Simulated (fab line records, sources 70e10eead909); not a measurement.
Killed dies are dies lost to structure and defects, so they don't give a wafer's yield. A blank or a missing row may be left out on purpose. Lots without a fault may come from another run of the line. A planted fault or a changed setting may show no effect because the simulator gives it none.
Chamber matching | flow nand_harc | NHARC_A_STAIRCASE_DESCUM_270 on rie_diel-01: 4 sister chambers
The step chemistry O2, time 3 s. 8 wafers are shown with their chamber, then 10 later ones without.

WAFERS WITH THEIR CHAMBER
wafer  | chamber | drypump_motor_current_A (A) | showerhead_plenum_p_Torr (Torr)
L079.3 | 1       | 6.08                        | 1.88
L086.5 | 0       | 5.49                        | 1.86
L086.6 | 3       | 5.68                        | 1.83
L088.3 | 0       | 5.53                        | 1.86
L088.5 | 3       | 5.66                        | 1.83
L088.6 | 2       | 6.10                        | 1.81
L095.1 | 1       | 6.09                        | 1.86
L095.3 | 2       | 6.11                        | 1.81

WAFERS WITHOUT THEIR CHAMBER
wafer  | drypump_motor_current_A (A) | showerhead_plenum_p_Torr (Torr)
L095.6 | 5.43                        | 1.85
L094.2 | 6.10                        | 1.81
L094.4 | 5.47                        | 1.85
L094.5 | 6.09                        | 1.81
L096.1 | 5.63                        | 1.82
L096.2 | 5.51                        | 1.85
L096.3 | 6.10                        | 1.86
L097.1 | 6.09                        | 1.85
L097.2 | 5.63                        | 1.82
L097.3 | 5.48                        | 1.85

WHICH CHAMBER EACH WENT THROUGH
wafer  | from the rows above | in truth
L095.6 | 0                   | 0
L094.2 | 2                   | 2
L094.4 | 0                   | 0
L094.5 | 2                   | 2
L096.1 | 3                   | 3
L096.2 | 0                   | 0
L096.3 | 1                   | 1
L097.1 | 1                   | 1
L097.2 | 3                   | 3
L097.3 | 0                   | 0
Placed correctly: 10 of 10. Can't be placed from these rows: 0. Placed wrongly: 0.
How it was worked out, from the rows above alone: a wafer's distance from a chamber is the root of the sum, over the readings, of the square of ((its reading less the chamber's mean) divided by the reading's scatter). The wafer belongs to the nearest chamber; if the next one is less than 2 further off, it can't be placed. A chamber's mean is the mean of its shown wafers. The scatter: the root of (the sum of the squares of (reading less its chamber's mean) over the shown wafers, divided by (wafers less chambers)).
